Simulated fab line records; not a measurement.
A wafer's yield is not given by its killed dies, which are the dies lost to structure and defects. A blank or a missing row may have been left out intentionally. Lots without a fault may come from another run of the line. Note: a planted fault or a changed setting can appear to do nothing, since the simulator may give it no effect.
Matching of chambers / flow nand harc / rie diel-02 running NHARC_A_STAIRCASE_ETCH_271: 4 sister chambers
The step etches the open film in CF4/CHF3. 4 wafers are shown with their chamber, then 8 later ones without.

== WAFERS, EACH WITH ITS CHAMBER ==
wafer=L082.5; chamber=0; showerhead plenum p Torr (Torr)=1.58
wafer=L084.6; chamber=1; showerhead plenum p Torr (Torr)=1.60
wafer=L085.6; chamber=2; showerhead plenum p Torr (Torr)=1.55
wafer=L089.1; chamber=3; showerhead plenum p Torr (Torr)=1.54

== WAFERS MISSING THEIR CHAMBER ==
wafer=L089.2; showerhead plenum p Torr (Torr)=1.54
wafer=L089.6; showerhead plenum p Torr (Torr)=1.54
wafer=L090.2; showerhead plenum p Torr (Torr)=1.60
wafer=L090.4; showerhead plenum p Torr (Torr)=1.54
wafer=L090.5; showerhead plenum p Torr (Torr)=1.54
wafer=L097.1; showerhead plenum p Torr (Torr)=1.53
wafer=L097.4; showerhead plenum p Torr (Torr)=1.59
wafer=L097.5; showerhead plenum p Torr (Torr)=1.59

== THE CHAMBER EACH PASSED THROUGH ==
wafer=L089.2; from the rows above=can't be placed: 3 or 2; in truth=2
wafer=L089.6; from the rows above=can't be placed: 3 or 2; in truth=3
wafer=L090.2; from the rows above=1; in truth=1
wafer=L090.4; from the rows above=can't be placed: 3 or 2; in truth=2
wafer=L090.5; from the rows above=can't be placed: 3 or 2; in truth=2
wafer=L097.1; from the rows above=can't be placed: 3 or 2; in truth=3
wafer=L097.4; from the rows above=can't be placed: 0 or 1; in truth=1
wafer=L097.5; from the rows above=can't be placed: 0 or 1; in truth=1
Correct placement for 1 of the 8. Not placeable from these rows: 7 (in 7, the candidates include the true chamber). 0 placed wrongly.
How it was worked out, from the rows above alone: a wafer's distance from a chamber is the root of the sum, over the readings, of the square of ((its reading less the chamber's mean) divided by the reading's scatter). The wafer belongs to the nearest chamber; if the next one is less than 2 further off, it can't be placed. The mean given for a chamber averages the wafers shown for that chamber. The scatter (one wafer shown for each chamber): square how far every hidden wafer sits from the nearest shown wafer, average those squares and take the square root.
